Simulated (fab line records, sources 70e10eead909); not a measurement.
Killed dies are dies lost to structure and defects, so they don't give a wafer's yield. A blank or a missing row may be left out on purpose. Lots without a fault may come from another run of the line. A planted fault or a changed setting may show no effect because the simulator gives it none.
Chamber matching | flow nand_harc | NHARC_P_M2_DEP_33 on pecvd-03: 3 sister chambers
The step deposits SiCN, target thk 30 nm. 6 wafers are shown with their chamber, then 7 later ones without.

WAFERS WITH THEIR CHAMBER
wafer  | chamber | heater_power_w (W)
L081.2 | 1       | 569
L081.3 | 2       | 602
L084.4 | 1       | 541
L084.6 | 0       | 556
L089.1 | 0       | 527
L089.4 | 2       | 547

WAFERS WITHOUT THEIR CHAMBER
wafer  | heater_power_w (W)
L089.6 | 535
L090.1 | 590
L090.3 | 569
L090.6 | 587
L091.4 | 546
L091.5 | 607
L091.6 | 588

WHICH CHAMBER EACH WENT THROUGH
wafer  | from the rows above          | in truth
L089.6 | can't be placed: 0 or 1 or 2 | 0
L090.1 | can't be placed: 2 or 1 or 0 | 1
L090.3 | can't be placed: 2 or 1 or 0 | 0
L090.6 | can't be placed: 2 or 1 or 0 | 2
L091.4 | can't be placed: 0 or 1 or 2 | 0
L091.5 | can't be placed: 2 or 1 or 0 | 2
L091.6 | can't be placed: 2 or 1 or 0 | 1
Placed correctly: 0 of 7. Can't be placed from these rows: 7 (the true chamber is among the candidates in 7). Placed wrongly: 0.
How it was worked out, from the rows above alone: a wafer's distance from a chamber is the root of the sum, over the readings, of the square of ((its reading less the chamber's mean) divided by the reading's scatter). The wafer belongs to the nearest chamber; if the next one is less than 2 further off, it can't be placed. A chamber's mean is the mean of its shown wafers. The scatter: the root of (the sum of the squares of (reading less its chamber's mean) over the shown wafers, divided by (wafers less chambers)).
